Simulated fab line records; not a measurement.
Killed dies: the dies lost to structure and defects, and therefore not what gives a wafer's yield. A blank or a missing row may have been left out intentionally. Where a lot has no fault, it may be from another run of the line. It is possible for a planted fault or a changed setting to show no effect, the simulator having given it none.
Problem report in the 8D (eight disciplines) form, filled by code | flow nand harc | the parts of the form that need people (team, actions taken, sign-off) are left out

## 1. WHAT WENT WRONG
Mean of killed at other at NHARC_END_SORT_01: 80.0 across 2 wafers in 2 lots; on wafers with no fault it is 0.9 (standard deviation 1.1). That puts it +72 standard deviations away from the usual mean.
First observed at day 30 16:04: wafer L823.5, on prober-01. At this step, 6 wafers from 2 lots have a number in the record. Rule for "out" (also "out of limits"): further than 4 standard deviations from the usual mean. All remaining wafers that have a number are taken as sound.

## 2. WHAT IT IS AND WHAT IT IS NOT
question                    | is                | is not
which readings at this step | killed at other   | killed at array, killed at periphery, killed open, killed short
which lots                  | L823, L824        | -
which wafers of those lots  | L823.5, L824.2    | L823.1, L823.6, L824.1, L824.4
read on which gauges        | prober-01         | -
when                        | from day 30 16:04 | up to then (1 sound wafer); but 3 sound wafers of L823, L824 came after

## 3. SUSPECTS, AND WHAT RULES EACH OUT
Counting: any tool at a process step up to the reading remains a suspect provided it ran every lot that is out. Sound lots after the first of them don't rule it out here, since some wafers of a struck lot are sound.
- the gauge at NHARC_END_SORT_01: kept. All the wafers that are out were read on prober-01, and no step on other tools shows them out.
- rie si-05 at NHARC_THIN_TSV_ETCH_15 (target depth 3000 nm, bosch target overetch cycles 2, bosch etch step 2.8 s): kept. It ran every lot that is out, first L823 (day 29 22:35).
- In rie si-05 at NHARC_THIN_TSV_ETCH_15, the wafers that are out were processed in chamber 2 and their sound lot-mates in chambers 0, 1, 3.
Remaining after the count are rie si-05 at NHARC_THIN_TSV_ETCH_15 and prober-01 at NHARC_END_SORT_01.

## 4. THE CAUSE (what the simulator had put in)
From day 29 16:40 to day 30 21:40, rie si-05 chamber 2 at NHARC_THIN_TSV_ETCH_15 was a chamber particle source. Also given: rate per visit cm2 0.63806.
Of the 2 suspects that counting leaves, this tool is one.

## 5. THE EFFECT CHAIN, in route order
Each row: a reading whose mean over the struck wafers that have a number lies more than 3 standard deviations from the usual. Only readings for which the record gives a usual standard deviation are gone through. hours: the time from each lot's start at the first step in this table that gives one to its start at this step, as a median over the lots. sigmas: the change in usual standard deviations.
hours | step              | reading              | usual | on struck wafers | change | sigmas
0     | NHARC_END_SORT_01 | defect limited yield | 90 %  | 80               | -10    | -3.2
0     | NHARC_END_SORT_01 | killed at other      | 0.9   | 80.0             | +79.1  | +72
0     | NHARC_END_SORT_01 | killed dies          | 65    | 134              | +70    | +3.3

## 6. WHAT WOULD HAVE CAUGHT IT SOONER
In this record the first reading out of limits at a measuring or inspecting step was taken at day 30 16:04, 23 hours after the fault began at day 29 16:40.
An alarm limit of 4 standard deviations would not have fired on the tool readings at NHARC_THIN_TSV_ETCH_15 for which the record gives a usual standard deviation, since none of them was out on any struck wafer.
L824, from the lots that are out (2), started NHARC_THIN_TSV_ETCH_15 on rie si-05 later than day 30 16:04. A tool hold placed at that time would have kept it from harm.
